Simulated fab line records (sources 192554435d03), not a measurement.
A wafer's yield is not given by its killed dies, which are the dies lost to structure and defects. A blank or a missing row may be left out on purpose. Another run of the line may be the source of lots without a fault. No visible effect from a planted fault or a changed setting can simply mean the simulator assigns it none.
One fault through the eyes of 2 desks    flow n5 finfet    every desk sees just its own numbers, and what lay behind them comes last

## METROLOGY DESK
What the gauges read, lot by lot, whatever tool the lot ran on: means of the sampled wafers that have a number. Any lot whose mean is over 4 standard deviations away from the usual mean is out of limits and marked OUT; that distance is given in the brackets.
Columns: A = M6_RS at N5_BEOL_M6_RS_MEAS_57, usual 0.288 ohm/sq; B = M7_ILD_THK at N5_BEOL_M7_THK_MEAS_01, usual 155.7 nm
lot   first seen here  A      B
L558  day 9 09:05      0.283  154.6
L559  day 10 00:40     0.291  157.1
L562  day 11 04:49     0.291  154.7
L563  day 12 04:40     0.283  154.1
L566  day 12 05:58     0.288  155.2
L567  day 12 06:14     0.285  154.1
L573  day 14 21:34     0.284  156.8
L576  day 14 23:35     0.293  172.3 (+9.2) OUT
L577  day 16 02:23     0.297  189.5 (+19) OUT
L579  day 16 04:08     0.294  155.7
L580  day 16 07:07     0.286  156.4
This desk's finding: out of limits on L576, L577; first on L576, day 15 00:14 (M7_ILD_THK at N5_BEOL_M7_THK_MEAS_01). Within limits: L558, L559, L562, L563, L566, L567, L573, L579, L580.

## AT THE TOOL OWNER'S DESK: pecvd-03
The tool's own readings at N5_BEOL_M7_ILD_DEP_00 (deposits SiCOH lowk from DEMS/porogen, target thk 179.75 nm, time 33.4 s): means of the sampled wafers that have a number, for each lot that ran on this tool. Any lot whose mean is over 4 standard deviations away from the usual mean is out of limits and marked OUT; that distance is given in the brackets.
Columns: A = heater power w at N5_BEOL_M7_ILD_DEP_00, usual 324 W; B = showerhead plenum p Torr at N5_BEOL_M7_ILD_DEP_00, usual 5.739 Torr; C = throttle valve pct at N5_BEOL_M7_ILD_DEP_00, usual 13.7 %
lot   first seen here  A    B      C
L563  day 12 04:43     306  5.755  14.3
L567  day 12 06:19     308  5.749  14.3
L576  day 14 23:40     303  5.747  13.9
L577  day 16 02:30     289  5.739  13.9
Finding of this desk: none of the 4 lots has anything out of limits.

## ALL TOGETHER
Metrology desk: alarm possible at day 15 00:14 on L576, L577.
Nothing out of limits was seen by the tool owner's desk.
Tool owner's desk: L576, L577 on record, inside its limits.
The lots listed all ran N5_BEOL_M7_ILD_DEP_00 on pecvd-03.

## WHAT THE SIMULATOR HAD INSERTED
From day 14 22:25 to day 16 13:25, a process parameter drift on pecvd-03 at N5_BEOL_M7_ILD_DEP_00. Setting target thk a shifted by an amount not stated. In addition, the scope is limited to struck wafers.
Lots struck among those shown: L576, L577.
Hours from the fault's start to each desk's first reading out of limits: the metrology desk, 2.
